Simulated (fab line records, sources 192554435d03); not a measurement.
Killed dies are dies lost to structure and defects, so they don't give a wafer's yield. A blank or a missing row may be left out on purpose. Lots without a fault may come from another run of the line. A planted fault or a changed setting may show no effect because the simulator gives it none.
Split-lot experiment | flow n5_finfet | 7 lots, 21 wafers read, on a route of 1938 steps

THE SPLIT
At N5_BEOL_M13_COAT_65 (time 60 s, resist thk 350 nm), the setting spin_rpm was moved away from the recipe's 1500 rpm on 6 of the 21 wafers read, by -10.9% to +9.5%. The other wafers ran this setting at the recipe's value.

The reading is taken at the split's own step.

THE READING
SOC_of_BEOL_M13_COAT_65.thk_nm (the simulator's own value, which no gauge read), in nm, at N5_BEOL_M13_COAT_65 (time 60 s, resist thk 350 nm). The file gives no usual value for it. The 15 wafers here that ran the recipe average 350.7 nm, standard deviation 0.9 nm.

wafer  | tool, chamber at the split | spin_rpm as run, rpm | against the recipe | SOC_of_BEOL_M13_COAT_65.thk_nm, nm | against lot-mates on the recipe
L078.2 | litho_track-01, 0          | 1397                 | -6.9%              | 361.8                              | +12.6
L078.4 | litho_track-01, 0          | 1397                 | -6.9%              | 361.4                              | +12.2
L078.5 | litho_track-01, 0          | 1500                 | recipe             | 349.2                              | -
L087.2 | litho_track-03, 0          | 1643                 | +9.5%              | 335.4                              | -15.8
L087.5 | litho_track-03, 0          | 1500                 | recipe             | 351.2                              | -
L087.6 | litho_track-03, 0          | 1643                 | +9.5%              | 336                                | -15.2
L088.1 | litho_track-03, 0          | 1500                 | recipe             | 351.6                              | -
L088.2 | litho_track-03, 0          | 1500                 | recipe             | 352                                | -
L088.6 | litho_track-03, 0          | 1500                 | recipe             | 350.2                              | -
L090.2 | litho_track-01, 0          | 1500                 | recipe             | 351.8                              | -
L090.3 | litho_track-01, 0          | 1500                 | recipe             | 351.8                              | -
L090.5 | litho_track-01, 0          | 1500                 | recipe             | 351                                | -
L095.2 | litho_track-05, 0          | 1500                 | recipe             | 350.2                              | -
L095.3 | litho_track-05, 0          | 1336                 | -10.9%             | 370.8                              | +20.6
L095.5 | litho_track-05, 0          | 1336                 | -10.9%             | 371.2                              | +21.0
L096.1 | litho_track-05, 0          | 1500                 | recipe             | 350.6                              | -
L096.2 | litho_track-05, 0          | 1500                 | recipe             | 349.4                              | -
L096.6 | litho_track-05, 0          | 1500                 | recipe             | 351.6                              | -
L097.3 | litho_track-01, 0          | 1500                 | recipe             | 350.2                              | -
L097.4 | litho_track-01, 0          | 1500                 | recipe             | 350                                | -
L097.5 | litho_track-01, 0          | 1500                 | recipe             | 349.8                              | -

THE FIT
A straight line over all 21 wafers: SOC_of_BEOL_M13_COAT_65.thk_nm changes by -1.7 nm for each +1% of spin_rpm; r = -0.99; the points scatter about the line by 1.1 nm.
The same after taking each lot's own level away (the mean of its wafers on the recipe; 21 wafers): -1.78 nm for each +1%; r = -1.00; scatter 0.77 nm.
On that fit, the largest move of spin_rpm shifts the reading by 19 nm.
The lots' own levels span 349.20 to 351.53 nm, that is 2.6 times the standard deviation above.
So the lot-to-lot level changes the slope little: the two slopes agree.
Check: with one of the wafers moved furthest among these (-10.9%) left out of the fit, the line predicts +19.4 nm for it against its lot-mates. It came out at +20.6 nm against them.

OTHER SPLITS ON THESE WAFERS
These wafers also went through other splits before the reading. Each is held against what the fit with the lots' levels taken away leaves over:
other split on the same wafers | wafers away from the commonest value | r with SOC_of_BEOL_M13_COAT_65.thk_nm (lot level and that fit taken away)
N5_BEOL_M11_DESCUM_16 time_s   | 9                                    | +0.27
N5_BEOL_M11_ETCH_62 time_s     | 6                                    | -0.12
N5_BEOL_M11_COAT_22 spin_rpm   | 4                                    | +0.19
N5_BEOL_M11_ETCH_66 time_s     | 8                                    | -0.22
N5_BEOL_M12_COAT_22 spin_rpm   | 6                                    | +0.27

THE FILE'S OWN FIT
SOC_of_BEOL_M13_COAT_65.thk_nm changes by -1.79 nm for each +1% of spin_rpm, r = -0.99.
